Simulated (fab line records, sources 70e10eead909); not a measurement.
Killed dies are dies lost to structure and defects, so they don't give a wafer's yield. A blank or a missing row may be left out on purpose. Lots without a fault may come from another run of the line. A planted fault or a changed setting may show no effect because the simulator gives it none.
A struck lot beside a sound one | flow nand_harc | 36 steps out of a route of 1302
Sound: wafers L948.3, L948.4, L948.6. Struck: wafers L956.1, L956.4, L956.6. The cause comes at the end.
At each step with rows: each side's tool, then ch and its chambers, then its first start. Under that, the readings that differ: sound wafers | struck wafers | difference of the means | sigmas: that difference in standard deviations of wafers without a fault.
alike: readings whose means differ by less than 2 such deviations, and words and numbers that are the same on both sides. not compared: withheld readings, readings that some wafer has no value for, bounds like >300 that may hide the same value, and numbers for which the record gives no deviation and whose values overlap.
The two part at a step that has a row with sigmas, a row that says differs or no value, or rows on one side only. Numbers that don't overlap but have no deviation are shown without sigmas and don't part them. A reading that every wafer of one side lacks parts them only if that side has two wafers or more.

first, 10 steps without rows for these wafers: NHARC_A_CHANNEL_HOLE_D2_DEP_00 (deposits aC, target thk 3100 nm); NHARC_A_CHANNEL_HOLE_D2_DEP_01 (deposits SiON, target thk 140 nm); NHARC_A_CHANNEL_HOLE_D2_DEHYDRATE_02 (time 120 s); NHARC_A_CHANNEL_HOLE_D2_HMDS_03 (time 30 s); NHARC_A_CHANNEL_HOLE_D2_COAT_36 (time 75 s); NHARC_A_CHANNEL_HOLE_D2_COAT_37 (time 65 s); NHARC_A_CHANNEL_HOLE_D2_COAT_04 (resist thk 90 nm); NHARC_A_CHANNEL_HOLE_D2_SOFTBAKE_05 (time 55 s); NHARC_A_CHANNEL_HOLE_D2_EBR_06; NHARC_A_CHANNEL_HOLE_D2_EXPOSE_07 (exposes mask HOLE D2, target cd 100 nm).
NHARC_A_CHANNEL_HOLE_D2_PEB_08: peb time 65 s.
  sound on litho_track-04 ch 0, day 17 06:53; struck on litho_track-04 ch 0, day 19 18:35
  reading                  | sound             | struck            | difference | sigmas
  heater_power_total_W (W) | 156.1 156.0 156.9 | 172.3 172.5 172.0 | +15.9      | +39
  alike: exhaust_pa
then, 1 step without rows for these wafers: NHARC_A_CHANNEL_HOLE_D2_DEVELOP_09 (develop time 35 s).
NHARC_A_CHANNEL_HOLE_D2_CD_MEAS_10: target cd 100 nm.
  sound on cd_sem-03 ch 0, day 17 06:58; struck on cd_sem-03 ch 0, day 19 18:40
  reading    | sound           | struck         | difference | sigmas
  cd_nm (nm) | 100.1 99.2 99.0 | 95.1 94.4 93.8 | -5.0       | -10
NHARC_A_CHANNEL_HOLE_D2_DESCUM_15: chemistry O2, time 3 s.
  sound on rie_diel-03 ch 0,2, day 17 07:10; struck on rie_diel-03 ch 1,2,3, day 19 18:52
  reading                            | sound             | struck            | difference | sigmas
  model.A_CHANNEL_HOLE_D2.cd_nm (nm) | 100.3 98.96 98.54 | 95.74 94.59 94.45 | -4.34      |
  alike: drypump_motor_current_A, oes_product_au, rf_vpp_V, showerhead_plenum_p_Torr, throttle_valve_pct
  not compared: rf_hours_counter_h
then, 16 steps without rows for these wafers: NHARC_A_CHANNEL_HOLE_D2_ETCH_38 (etches the open film in CF4, target depth 39 nm, time 65 s); NHARC_A_CHANNEL_HOLE_D2_ETCH_39 (etches the open film in N2/H2, target depth 260 nm, time 325 s); NHARC_A_CHANNEL_HOLE_D2_ETCH_34 (etches the open film in CF4/CHF3, target depth 154 nm, time 77 s); NHARC_A_CHANNEL_HOLE_D2_ETCH_16 (etches the open film in O2/COS, target depth 3100 nm, time 806 s); NHARC_A_CHANNEL_HOLE_D2_ETCH_19 (etches the open film in C4F8/O2/Ar, time 34.5 s); NHARC_A_CHANNEL_HOLE_D2_ETCH_20 (etches the open film in C4F8/O2/Ar, time 361.9 s, target depth 1600 nm); NHARC_A_CHANNEL_HOLE_D2_ETCH_21 (etches the open film in C4F8/O2/Ar, time 514.3 s, target depth 1600 nm); NHARC_A_CHANNEL_HOLE_D2_ETCH_22 (etches the open film in C4F8/O2/Ar, time 666.7 s, target depth 1600 nm); NHARC_A_CHANNEL_HOLE_D2_ETCH_23 (etches the open film in C4F8/O2/Ar, time 819 s, target depth 1600 nm); NHARC_A_CHANNEL_HOLE_D2_ETCH_24 (etches the open film in C4F8/O2/Ar, time 906.2 s, target depth 1500 nm); NHARC_A_CHANNEL_HOLE_D2_ETCH_25 (etches the open film in C4F8/O2/Ar, time 1040.2 s, target depth 1500 nm); NHARC_A_CHANNEL_HOLE_D2_ETCH_26 (etches the open film in C4F8/O2/Ar, time 224.1 s, target depth 300 nm); NHARC_A_CHANNEL_HOLE_D2_ETCH_27 (etches the open film in C4F8/O2/Ar, time 90 s, target depth 400 nm); NHARC_A_CHANNEL_HOLE_D2_STRIP_41 (strips in N2/H2); NHARC_A_CHANNEL_HOLE_D2_STRIP_42 (strips in CF4/CHF3); NHARC_A_CHANNEL_HOLE_D2_STRIP_43 (strips in O2/COS).
NHARC_A_CHANNEL_HOLE_D2_ETCH_44: etches the open film in CF4/O2, target depth 140 nm, overetch 14 nm, time 77 s.
  sound on rie_diel-09 ch 0,3, day 17 14:44; struck on rie_diel-07 ch 0,1,2, day 20 02:58
  reading                            | sound             | struck            | difference | sigmas
  model.A_CHANNEL_HOLE_D2.cd_nm (nm) | 89.31 88.39 88.26 | 85.85 83.29 84.03 | -4.26      |
  alike: drypump_motor_current_A, oes_product_au, rf_vpp_V, showerhead_plenum_p_Torr, throttle_valve_pct
  not compared: rf_hours_counter_h
then, 3 steps without rows for these wafers: NHARC_A_CHANNEL_HOLE_D2_STRIP_28 (strips in O2); NHARC_A_CHANNEL_HOLE_D2_PRECLEAN_29 (cleans in SC1); NHARC_A_CHANNEL_HOLE_D2_SRD_30.
NHARC_A_CHANNEL_HOLE_D2_CD_MEAS_31:
  sound on cd_sem-01, day 17 15:32; struck on cd_sem-01, day 20 03:45
  reading    | sound          | struck         | difference | sigmas
  cd_nm (nm) | 89.4 88.3 88.1 | 85.6 83.5 83.3 | -4.5       | -3
NHARC_A_CHANNEL_HOLE_D2_XSEM_32:
  sound on xsem-01 ch 0, day 17 15:37; struck on xsem-01 ch 0, day 20 03:50
  reading        | sound          | struck         | difference | sigmas
  bot_cd_nm (nm) | 73.9 73.1 72.7 | 70.2 67.8 68.2 | -4.5       | -3
  alike: bow_nm, tilt_deg

WHERE THEY PART
First at NHARC_A_CHANNEL_HOLE_D2_PEB_08; last, within this record, at NHARC_A_CHANNEL_HOLE_D2_XSEM_32.

WHY: what the simulator had put in
Process parameter drift: litho_track-04, from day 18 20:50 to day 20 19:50, at NHARC_A_CHANNEL_HOLE_D2_PEB_08. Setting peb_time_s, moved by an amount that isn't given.
